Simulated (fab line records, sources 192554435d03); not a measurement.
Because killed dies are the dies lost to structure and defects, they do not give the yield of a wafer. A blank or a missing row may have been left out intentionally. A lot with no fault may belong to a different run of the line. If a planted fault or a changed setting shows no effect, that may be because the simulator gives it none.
Matching of chambers    flow n5_finfet    N5_DUMMY_GATE_TRIM_49 on rie_si-03 has 4 sister chambers
The step chemistry O2, time 29 s, target cd 14 nm. 4 wafers are shown with their chamber, then 10 later ones without.

WAFERS PAIRED WITH THEIR CHAMBERS
wafer   chamber  drypump_motor_current_A (A)
L078.4  1        6.0
L085.3  2        6.7
L091.3  0        5.4
L091.4  3        5.4

WAFERS WITH NO CHAMBER GIVEN
wafer   drypump_motor_current_A (A)
L091.6  6.7
L093.1  5.4
L093.2  6.7
L093.4  5.5
L094.1  5.4
L094.2  6.7
L094.3  5.4
L094.4  5.5
L094.5  6.7
L094.6  5.4

WHICH CHAMBER EACH ONE RAN IN
wafer   from the rows above      in truth
L091.6  2                        2
L093.1  can't be placed: 0 or 3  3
L093.2  2                        2
L093.4  can't be placed: 0 or 3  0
L094.1  can't be placed: 0 or 3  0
L094.2  2                        2
L094.3  can't be placed: 0 or 3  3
L094.4  can't be placed: 0 or 3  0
L094.5  2                        2
L094.6  can't be placed: 0 or 3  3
Correctly placed: 4 of 10. Unplaceable from these rows: 6, with the true chamber sitting among the candidates in 6. Wrongly placed: 0.
How it was worked out, from the rows above alone: a wafer's distance from a chamber is the root of the sum, over the readings, of the square of ((its reading less the chamber's mean) divided by the reading's scatter). If the next closest chamber is less than 2 further off than the closest, the wafer can't be placed; otherwise it belongs to the closest. A chamber's mean is the mean of its shown wafers. The scatter (one wafer shown for each chamber): square how far every hidden wafer sits from the nearest shown wafer, average those squares and take the square root.
